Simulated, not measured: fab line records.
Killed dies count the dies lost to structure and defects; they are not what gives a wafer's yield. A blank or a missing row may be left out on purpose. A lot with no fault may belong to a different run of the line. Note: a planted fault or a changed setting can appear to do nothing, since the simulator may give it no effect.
A single fault, viewed from 2 desks | flow n5 finfet | every desk sees just its own numbers, and what lay behind them comes last

== THE DEFECT DESK ==
Inspection counts along the route, by lot: the mean over sampled wafers that carry a number. Any lot whose mean is over 4 standard deviations away from the usual mean is out of limits and marked OUT; that distance is given in the brackets.
Columns: A = raw defect count at N5_BEOL_M10_INSPECT_30, usual 416
lot  | first seen here | A
L615 | day 11 14:02    | 408
L616 | day 11 19:50    | 377
L619 | day 12 11:44    | 394
L622 | day 13 05:20    | 358
L623 | day 13 10:52    | 493
L629 | day 15 05:24    | 465
L633 | day 15 08:47    | 416
L631 | day 15 18:40    | 393
L636 | day 16 18:07    | 439
L638 | day 17 18:27    | 369
Finding of this desk: none of the 10 lots has anything out of limits.

== THE TOOL OWNER'S DESK: rie diel-06 ==
The tool's own readings at N5_BEOL_M10_ETCH_66 (etches SOC in N2/H2, target depth 120 nm, overetch 24 nm, time 180 s): means of the sampled wafers that have a number, for each lot that ran on this tool. Any lot whose mean is over 4 standard deviations away from the usual mean is out of limits and marked OUT; that distance is given in the brackets.
Columns: A = drypump motor current A at N5_BEOL_M10_ETCH_66, usual 5.7 A; B = oes product au at N5_BEOL_M10_ETCH_66, usual 0.64 a.u.; C = rf vpp V at N5_BEOL_M10_ETCH_66, usual 524.1 V; D = run length s at N5_BEOL_M10_ETCH_66, usual 203.3 s; E = showerhead plenum p Torr at N5_BEOL_M10_ETCH_66, usual 2.55 Torr; F = throttle valve pct at N5_BEOL_M10_ETCH_66, usual 17.80 %
lot  | first seen here | A   | B    | C     | D               | E    | F
L615 | day 11 14:10    | 6.0 | 0.61 | 524.2 | 203.3           | 2.54 | 17.81
L622 | day 13 05:28    | 6.0 | 0.56 | 522.6 | 203.3           | 2.50 | 17.85
L623 | day 13 10:59    | 5.8 | 0.60 | 523.2 | 203.3           | 2.51 | 17.84
L629 | day 15 05:35    | 5.8 | 0.57 | 523.9 | 212.7 (+29) OUT | 2.52 | 17.84
L631 | day 15 19:00    | 5.8 | 0.60 | 523.7 | 212.8 (+29) OUT | 2.54 | 17.86
This desk finds L629, L631 out of limits, L629 being first, at day 15 05:35 (run length s at N5_BEOL_M10_ETCH_66). L615, L622, L623: within limits.

== PUT TOGETHER ==
The tool owner's desk had the chance to raise an alarm at day 15 05:35 on L629, L631.
Nothing out of limits was seen by the defect desk.
The defect desk has L629, L631 on record, within its limits.
Of the lots named, all ran N5_BEOL_M10_ETCH_66 on rie diel-06.

== WHAT HAD BEEN PUT IN BY THE SIMULATOR ==
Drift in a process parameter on rie diel-06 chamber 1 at N5_BEOL_M10_ETCH_66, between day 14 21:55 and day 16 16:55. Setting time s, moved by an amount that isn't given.
Lots struck among those shown: L629, L631.
Delay in hours, fault start to first out-of-limits reading, by desk: the tool owner's desk at 8.
